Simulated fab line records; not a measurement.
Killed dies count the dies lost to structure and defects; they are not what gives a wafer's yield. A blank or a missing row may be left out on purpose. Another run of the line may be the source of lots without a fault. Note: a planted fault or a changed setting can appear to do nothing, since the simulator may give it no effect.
Matching of chambers -- flow n5Finfet -- N5_BEOL_M0_CO_CAP_123 on cvdCo-02 has 3 sister chambers
The step material Co, precursor CCTBA/H2, target thk 2 nm, time 102.1 s. 27 wafers are shown with their chamber, then 12 later ones without.

## WAFERS PAIRED WITH THEIR CHAMBERS
wafer,chamber,heaterPowerW (W),susceptorTempC (C)
L074.3,2,192,199.91
L074.4,0,218,200.13
L074.5,1,275,200.16
L075.2,2,187,199.83
L075.3,1,270,199.97
L075.5,2,191,199.81
L076.1,1,272,200.13
L076.2,0,218,199.88
L076.4,1,259,200.15
L077.4,1,274,200.13
L077.5,0,213,200.07
L077.6,2,191,200.15
L080.2,2,189,200.19
L080.4,1,273,200.13
L080.5,0,216,199.96
L083.4,1,265,200.16
L083.5,2,189,199.83
L083.6,0,214,200.18
L085.1,0,216,199.98
L085.4,0,215,200.04
L085.5,2,192,199.77
L088.1,0,212,200.01
L088.3,1,263,200.16
L088.4,2,188,200.19
L089.4,1,274,199.88
L089.5,0,220,200.04
L089.6,2,191,200.11

SIGNATURES (means of the wafers above)
reading,chamber 0,chamber 1,chamber 2,scatter within a chamber
heaterPowerW,215.78,269.44,190.00,3.77
susceptorTempC,200.0322,200.0967,199.9767,0.13
Rule: a wafer lies at a distance from a chamber equal to the root of the sum of squares, over the readings, of (its reading less the chamber's mean, divided by the reading's scatter). If the next closest chamber is less than 2 further off than the closest, the wafer can't be placed; otherwise it belongs to the closest. The scatter: take each reading less its chamber's mean, square it, sum over the shown wafers, divide by the number of wafers less the number of chambers, and take the root.

## WAFERS WITHOUT THEIR CHAMBER
wafer,heaterPowerW (W),susceptorTempC (C)
L090.1,214,200.26
L090.2,265,199.95
L090.3,193,200.09
L091.1,190,199.85
L091.3,217,199.65
L091.6,222,199.95
L092.1,191,200.18
L092.4,194,200.29
L092.5,225,199.70
L097.2,192,200.28
L097.3,218,200.03
L097.5,221,199.98

## WHICH CHAMBER EACH WENT THROUGH
wafer,from the rows above,in truth
L090.1,0,0
L090.2,1,1
L090.3,2,2
L091.1,2,2
L091.3,0,0
L091.6,0,0
L092.1,2,2
L092.4,2,2
L092.5,0,0
L097.2,2,2
L097.3,0,0
L097.5,0,0
12 of 12 placed correctly. Left unplaced by these rows: 0. Wrongly placed: 0.
